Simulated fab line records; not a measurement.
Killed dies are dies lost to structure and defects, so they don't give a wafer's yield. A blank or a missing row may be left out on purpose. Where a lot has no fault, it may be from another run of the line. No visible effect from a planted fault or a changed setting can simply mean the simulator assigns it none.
A lot that was struck, set against a sound lot | flow nand harc | 42 out of 1302 route steps
Sound: the wafers L382.3, L382.4, L382.6. Struck: wafer L393.2. The cause is given at the end.
At each step with rows: each side's tool, then ch and its chambers, then its first start. Under that, the readings that differ: sound wafers | struck wafers | difference of the means | sigmas: that difference in standard deviations of wafers without a fault.
alike: same words and numbers on both sides, and readings whose means sit less than 2 such deviations apart. not compared: any withheld reading, any reading some wafer has no value for, any bound like >300 that may hide the same value, and any number with overlapping values for which the record gives no deviation.
Wherever a step has rows on one side only, a row that says differs or no value, or a row with sigmas, the two part there. Numbers that have no deviation but don't overlap get no sigmas and don't part them. A reading that every wafer of one side lacks parts them only if that side has two wafers or more.

first, 3 steps without rows for these wafers: NHARC_P_STI_STRIP_19 (strips in SPM, time 900 s); NHARC_P_STI_PRECLEAN_32 (cleans in SC1); NHARC_P_STI_SRD_23.
NHARC_P_STI_OCD_MEAS_43:
  struck on ocd-02, day 8 15:59; sound on ocd-01, day 4 04:24
  alike: trench depth nm, trench foot cd nm
then, 3 steps without rows for these wafers: NHARC_P_STI_OXIDE_33 (material SiO2, target thk 10 nm, ox time 281 s); NHARC_P_STI_HDPCVD_20 (deposits SiO2); NHARC_P_STI_ANNEAL_34 (time 1800 s).
NHARC_P_STI_CMP_21: polishes, t overpolish 20 s, target thk 380.67 nm.
  sound on cmp-03 ch 0,1,3, day 4 23:05; struck on cmp-01 ch 0, day 9 17:35
  alike: motor current A, overpolish run s
then, 3 steps without rows for these wafers: NHARC_P_STI_SRD_35; NHARC_P_STI_ETCH_36 (etches SiO2 in dHF, target depth 38.8 nm); NHARC_P_STI_STRIP_24 (strips Si3N4 in H3PO4).
NHARC_P_STI_ETCH_37: etches SiO2 in dHF, target depth 11 nm.
  sound on wet bench-05 ch 1,5,7, day 4 23:28; struck on wet bench-05 ch 7, day 9 17:56
then, 3 steps without rows for these wafers: NHARC_P_STI_PRECLEAN_38 (cleans in SC1); NHARC_P_STI_SRD_39; NHARC_P_STI_OXIDE_40 (material SiO2, target thk 10 nm, ox time 1362 s).
NHARC_P_STI_INSPECT_25:
  struck on defect inspect-02, day 10 03:04; sound on defect inspect-02, day 5 06:51
  reading          | sound       | struck | difference | sigmas
  raw defect count | 196 145 222 | 1598   | +1410      | +15
  not compared: hold
then, 11 steps without rows for these wafers: NHARC_P_GATE_PRECLEAN_70 (cleans in SC1); NHARC_P_GATE_SRD_01; NHARC_P_GATE_OXIDE_02 (material SiO2, target thk 37.5 nm, ox time 365 s); NHARC_P_GATE_DEHYDRATE_03 (time 120 s); NHARC_P_GATE_HMDS_04 (time 30 s); NHARC_P_GATE_COAT_05; NHARC_P_GATE_SOFTBAKE_06 (time 95 s); NHARC_P_GATE_EBR_07; NHARC_P_GATE_EXPOSE_08 (exposes mask P HV); NHARC_P_GATE_PEB_09 (peb time 85 s); NHARC_P_GATE_DEVELOP_10 (time 70 s).
NHARC_P_GATE_CD_MEAS_11: the cd target is 1640 nm.
  sound on cd sem-03 ch 0, day 5 15:23; struck on cd sem-01 ch 0, day 10 11:16
  reading    | sound                | struck | difference | sigmas
  cd nm (nm) | 1639.7 1639.9 1639.7 | 1635.1 | -4.7       | -2
then, 1 step without rows for these wafers: NHARC_P_GATE_HARDBAKE_12 (time 80 s).
NHARC_P_GATE_DESCUM_13: chemistry O2, time 3 s.
  sound on rie diel-12 ch 0,1,2, day 5 15:32; struck on rie diel-04 ch 3, day 10 11:26
  alike: drypump motor current A, oes product au, rf vpp V, showerhead plenum p Torr, throttle valve pct
  not compared: rf hours counter h
then, 6 steps without rows for these wafers: NHARC_P_GATE_ETCH_14 (etches SiO2 in dHF, target depth 48.8 nm); NHARC_P_GATE_STRIP_15 (strips in SPM, time 780 s); NHARC_P_GATE_PRECLEAN_71 (cleans in SC1); NHARC_P_GATE_SRD_72; NHARC_P_GATE_OXIDE_16 (material SiO2, target thk 3 nm, ox time 392 s); NHARC_P_GATE_CVD_17 (deposits poly-Si, target thk 150 nm, time 900 s).
NHARC_P_GATE_HM_DEP_102: deposits aC, target thk 120 nm.
  sound on acl dep-02 ch 0, day 6 04:23; struck on acl dep-01 ch 0, day 11 04:01
  alike: throttle valve pct
NHARC_P_GATE_DEP_103: deposits SiON, target thk 30 nm.
  sound on pecvd-03 ch 0,1, day 6 04:53; struck on pecvd-03 ch 2, day 11 04:37
  alike: heater power w
then, 2 steps without rows for these wafers: NHARC_P_GATE_DEHYDRATE_18 (time 120 s); NHARC_P_GATE_HMDS_19 (time 30 s).
NHARC_P_GATE_INSPECT_28:
  struck on defect inspect-01, day 11 05:34; sound on defect inspect-02, day 6 05:39
  reading          | sound | struck | difference | sigmas
  raw defect count | 7 2 6 | 1383   | +1378      | +99 or more
  not compared: hold
-- break in the record here, with 19 days between the starts of the struck wafers on either side (left off in module P_GATE, picked up again in module END, where the first step shown is number 1302 on the route) --
NHARC_END_SORT_01:
  only the struck wafers appear in the record here, on prober-01 ch 0 at day 30 09:43; the sound ones have no rows

WHERE THEY PART
At NHARC_P_STI_INSPECT_25 first; at NHARC_END_SORT_01 last (within this record only).

WHY: what had been put in by the simulator
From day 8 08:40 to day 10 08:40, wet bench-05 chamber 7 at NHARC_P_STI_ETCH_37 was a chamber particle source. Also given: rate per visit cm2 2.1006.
